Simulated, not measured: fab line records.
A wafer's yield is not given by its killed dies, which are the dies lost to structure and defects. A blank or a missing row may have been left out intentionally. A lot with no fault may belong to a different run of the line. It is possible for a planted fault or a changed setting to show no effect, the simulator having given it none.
Split-lot experiment    flow n5Finfet    21 wafers read from 7 lots, route of 1938 steps

== ABOUT THE SPLIT ==
At N5_BEOL_M9_DEP_56 (deposits SiCN from 3MS/NH3, target thk 15 nm, time 26.5 s), the setting timeS was moved away from the recipe's 26.5 s on 8 of the 21 wafers read, by -11.2% to +13.5%. All remaining wafers had this setting at the recipe value.

The reading comes from the split's own step.

== THE READING ==
SiCN_of_BEOL_M9_DEP_56.thkNm (the simulator's own value, which no gauge read), in nm, at N5_BEOL_M9_DEP_56 (deposits SiCN from 3MS/NH3, target thk 15 nm, time 26.5 s). The file does not state a usual value for it. The 13 wafers here that ran the recipe average 15.0 nm, standard deviation 0.22 nm.

wafer   tool, chamber at the split  timeS as run, s  against the recipe  SiCN_of_BEOL_M9_DEP_56.thkNm, nm  against lot-mates on the recipe
L076.3  pecvd-01, 1                 27.74            +4.7%               15.2                              +0.2
L076.4  pecvd-01, 1                 26.5             recipe              14.8                              -
L076.5  pecvd-01, 0                 26.5             recipe              15.2                              -
L077.1  pecvd-04, 1                 26.5             recipe              15                                -
L077.3  pecvd-04, 0                 26.5             recipe              14.8                              -
L077.4  pecvd-04, 1                 26.5             recipe              15.2                              -
L078.1  pecvd-01, 2                 30.08            +13.5%              16.2                              +1.6
L078.4  pecvd-01, 2                 26.5             recipe              14.6                              -
L078.6  pecvd-01, 0                 30.08            +13.5%              17                                +2.4
L079.1  pecvd-02, 0,1               26.5             recipe              15.2                              -
L079.3  pecvd-02, 0,1               26.5             recipe              15.2                              -
L079.2  pecvd-02, 1                 26.5             recipe              14.8                              -
L083.3  pecvd-04, 0                 23.66            -10.7%              13.2                              -2.0
L083.5  pecvd-04, 2                 23.66            -10.7%              13.6                              -1.6
L083.6  pecvd-04, 1                 26.5             recipe              15.2                              -
L085.1  pecvd-02, 1                 24.64            -7.0%               14                                -1.3
L085.3  pecvd-02, 2                 26.5             recipe              15.4                              -
L085.4  pecvd-02, 1                 26.5             recipe              15.2                              -
L092.2  pecvd-01, 0                 23.53            -11.2%              13.2                              -1.8
L092.4  pecvd-01, 0                 26.5             recipe              15                                -
L092.5  pecvd-01, 2                 23.53            -11.2%              13.6                              -1.4
Where a row lists several chambers, the file gives one row for several wafers and doesn't say which wafer went through which chamber.

FIT RESULTS
A straight line over all 21 wafers: SiCN_of_BEOL_M9_DEP_56.thkNm changes by +0.131 nm for each +1% of timeS; r = +0.96; the points scatter about the line by 0.28 nm.
The same after taking each lot's own level away (the mean of its wafers on the recipe; 21 wafers): +0.15 nm for each +1%; r = +0.97; scatter 0.24 nm.
According to that fit, moving timeS by its largest amount changes the reading by 2 nm.
Measured against the standard deviation above, the lots' own levels, which go from 14.60 to 15.30 nm, span 3.1 times it.
So the slope is not independent of the lot-to-lot level: the two fits are not the same.
Check: +2.12 nm against its lot-mates is what the line predicts for one of the wafers moved furthest among these (+13.5%) when that wafer is left out of the fit. It came out at +1.6 nm against them.

== OTHER SPLITS APPLIED TO THESE WAFERS ==
Other splits were also applied to these wafers ahead of the reading. Each is held against what the fit with the lots' levels taken away leaves over:
other split on the same wafers     wafers away from the commonest value  r with SiCN_of_BEOL_M9_DEP_56.thkNm (lot level and that fit taken away)
N5_BEOL_M7_DESCUM_33 timeS         6                                     -0.21
N5_BEOL_M7_VIA_ETCH_34 sourceW     9                                     -0.14
N5_BEOL_M7_TRENCH_ETCH_37 sourceW  9                                     +0.02
N5_BEOL_M9_COAT_60 spinRpm         7                                     -0.47

== FILE'S OWN FIT ==
SiCN_of_BEOL_M9_DEP_56.thkNm changes by +0.15 nm for each +1% of timeS, r = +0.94.
